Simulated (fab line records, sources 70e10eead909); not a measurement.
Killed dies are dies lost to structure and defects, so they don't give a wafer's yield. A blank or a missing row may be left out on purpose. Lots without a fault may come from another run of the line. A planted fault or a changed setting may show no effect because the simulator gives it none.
Chamber matching | flow nand_harc | NHARC_P_M1_CMP_23 on cmp-02: 4 sister chambers
The step polishes, t overpolish 20 s, target thk 157.82 nm. 18 wafers are shown with their chamber, then 9 later ones without.

WAFERS WITH THEIR CHAMBER
wafer  | chamber | motor_current_A (A) | time_to_endpoint_s (s)
L075.1 | 3       | 10.2                | 22.5
L075.4 | 0       | 11.5                | 25.2
L075.5 | 0       | 11.5                | 24.1
L076.1 | 3       | 9.9                 | 21.9
L076.4 | 1       | 11.2                | 23.8
L076.5 | 3       | 10.6                | 20.5
L082.3 | 1       | 11.4                | 28.8
L082.4 | 0       | 11.4                | 26.6
L082.5 | 0       | 11.3                | 25.4
L083.3 | 0       | 11.4                | 28.0
L083.4 | 2       | 12.0                | 27.1
L083.6 | 1       | 11.9                | 25.5
L087.1 | 3       | 9.9                 | 25.4
L087.2 | 1       | 11.6                | 25.8
L087.3 | 2       | 13.2                | 27.0
L089.2 | 1       | 12.1                | 26.2
L089.4 | 0       | 11.7                | 26.3
L089.5 | 0       | 11.4                | 28.0

SIGNATURES (means of the wafers above)
reading            | chamber 0 | chamber 1 | chamber 2 | chamber 3 | scatter within a chamber
motor_current_A    | 11.457    | 11.640    | 12.600    | 10.150    | 0.346
time_to_endpoint_s | 26.229    | 26.020    | 27.050    | 22.575    | 1.66
Rule: a wafer's distance from a chamber is the root of the sum, over the readings, of the square of ((its reading less the chamber's mean) divided by the reading's scatter). The wafer belongs to the nearest chamber; if the next one is less than 2 further off, it can't be placed. The scatter: the root of (the sum of the squares of (reading less its chamber's mean) over the shown wafers, divided by (wafers less chambers)).

WAFERS WITHOUT THEIR CHAMBER
wafer  | motor_current_A (A) | time_to_endpoint_s (s)
L090.2 | 12.8                | 30.0
L090.4 | 11.8                | 27.6
L090.5 | 11.3                | 26.5
L093.1 | 12.1                | 28.4
L093.2 | 12.9                | 28.0
L093.5 | 11.2                | 25.9
L096.1 | 10.6                | 24.7
L096.4 | 13.4                | 28.3
L096.6 | 11.9                | 24.5

WHICH CHAMBER EACH WENT THROUGH
wafer  | from the rows above          | in truth
L090.2 | 2                            | 2
L090.4 | can't be placed: 1 or 0 or 2 | 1
L090.5 | can't be placed: 0 or 1      | 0
L093.1 | can't be placed: 2 or 1 or 0 | 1
L093.2 | 2                            | 2
L093.5 | can't be placed: 0 or 1      | 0
L096.1 | can't be placed: 3 or 0 or 1 | 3
L096.4 | 2                            | 2
L096.6 | can't be placed: 1 or 0 or 2 | 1
Placed correctly: 3 of 9. Can't be placed from these rows: 6 (the true chamber is among the candidates in 6). Placed wrongly: 0.
